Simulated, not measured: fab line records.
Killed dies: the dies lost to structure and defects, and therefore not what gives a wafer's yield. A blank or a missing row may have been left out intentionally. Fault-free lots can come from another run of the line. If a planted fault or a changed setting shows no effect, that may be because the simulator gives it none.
Matching of chambers || flow nand harc || 4 sister chambers for NHARC_P_CONTACT_CMP_01 on cmp-02
The step polishes SiO2, target thk 200 nm. 20 wafers are shown with their chamber, then 10 later ones without.

## EACH WAFER AND ITS CHAMBER
{"wafer": "L075.2", "chamber": 1, "motor current A (A)": 14.0}
{"wafer": "L075.3", "chamber": 0, "motor current A (A)": 9.4}
{"wafer": "L075.5", "chamber": 0, "motor current A (A)": 10.2}
{"wafer": "L075.1", "chamber": 2, "motor current A (A)": 11.7}
{"wafer": "L075.4", "chamber": 3, "motor current A (A)": 10.2}
{"wafer": "L075.6", "chamber": 1, "motor current A (A)": 13.6}
{"wafer": "L078.2", "chamber": 0, "motor current A (A)": 9.8}
{"wafer": "L078.4", "chamber": 2, "motor current A (A)": 12.0}
{"wafer": "L078.5", "chamber": 1, "motor current A (A)": 13.6}
{"wafer": "L079.2", "chamber": 1, "motor current A (A)": 14.1}
{"wafer": "L079.4", "chamber": 0, "motor current A (A)": 10.0}
{"wafer": "L079.5", "chamber": 2, "motor current A (A)": 11.7}
{"wafer": "L080.3", "chamber": 2, "motor current A (A)": 11.9}
{"wafer": "L080.4", "chamber": 1, "motor current A (A)": 13.3}
{"wafer": "L080.6", "chamber": 0, "motor current A (A)": 10.5}
{"wafer": "L081.4", "chamber": 2, "motor current A (A)": 12.0}
{"wafer": "L081.5", "chamber": 0, "motor current A (A)": 10.0}
{"wafer": "L081.6", "chamber": 1, "motor current A (A)": 13.3}
{"wafer": "L086.1", "chamber": 3, "motor current A (A)": 9.6}
{"wafer": "L086.2", "chamber": 0, "motor current A (A)": 9.7}

SIGNATURES, as means of the wafers listed above
{"reading": "motor current A", "chamber 0": 9.943, "chamber 1": 13.650, "chamber 2": 11.860, "chamber 3": 9.900, "scatter within a chamber": 0.317}
Rule: a wafer lies at a distance from a chamber equal to the root of the sum of squares, over the readings, of (its reading less the chamber's mean, divided by the reading's scatter). The wafer belongs to the nearest chamber; if the next one is less than 2 further off, it can't be placed. How the scatter is found: for the shown wafers, subtract from each reading the mean of its chamber, square and add these, divide the total by (wafers less chambers), then take the root.

## WAFERS WHOSE CHAMBER IS MISSING
{"wafer": "L086.5", "motor current A (A)": 10.3}
{"wafer": "L093.1", "motor current A (A)": 11.9}
{"wafer": "L093.3", "motor current A (A)": 13.4}
{"wafer": "L093.5", "motor current A (A)": 13.5}
{"wafer": "L097.2", "motor current A (A)": 11.9}
{"wafer": "L097.3", "motor current A (A)": 13.5}
{"wafer": "L097.4", "motor current A (A)": 10.8}
{"wafer": "L097.1", "motor current A (A)": 9.8}
{"wafer": "L097.5", "motor current A (A)": 11.9}
{"wafer": "L097.6", "motor current A (A)": 10.5}

## THE CHAMBER EACH PASSED THROUGH
{"wafer": "L086.5", "from the rows above": "can't be placed: 0 or 3", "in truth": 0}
{"wafer": "L093.1", "from the rows above": 2, "in truth": 2}
{"wafer": "L093.3", "from the rows above": 1, "in truth": 1}
{"wafer": "L093.5", "from the rows above": 1, "in truth": 1}
{"wafer": "L097.2", "from the rows above": 2, "in truth": 2}
{"wafer": "L097.3", "from the rows above": 1, "in truth": 1}
{"wafer": "L097.4", "from the rows above": "can't be placed: 0 or 3 or 2", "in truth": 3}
{"wafer": "L097.1", "from the rows above": "can't be placed: 3 or 0", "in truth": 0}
{"wafer": "L097.5", "from the rows above": 2, "in truth": 2}
{"wafer": "L097.6", "from the rows above": "can't be placed: 0 or 3", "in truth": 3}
6 of 10 placed correctly. These rows do not allow placing 4 (true chamber among the candidates in 4). Number placed wrongly: 0.
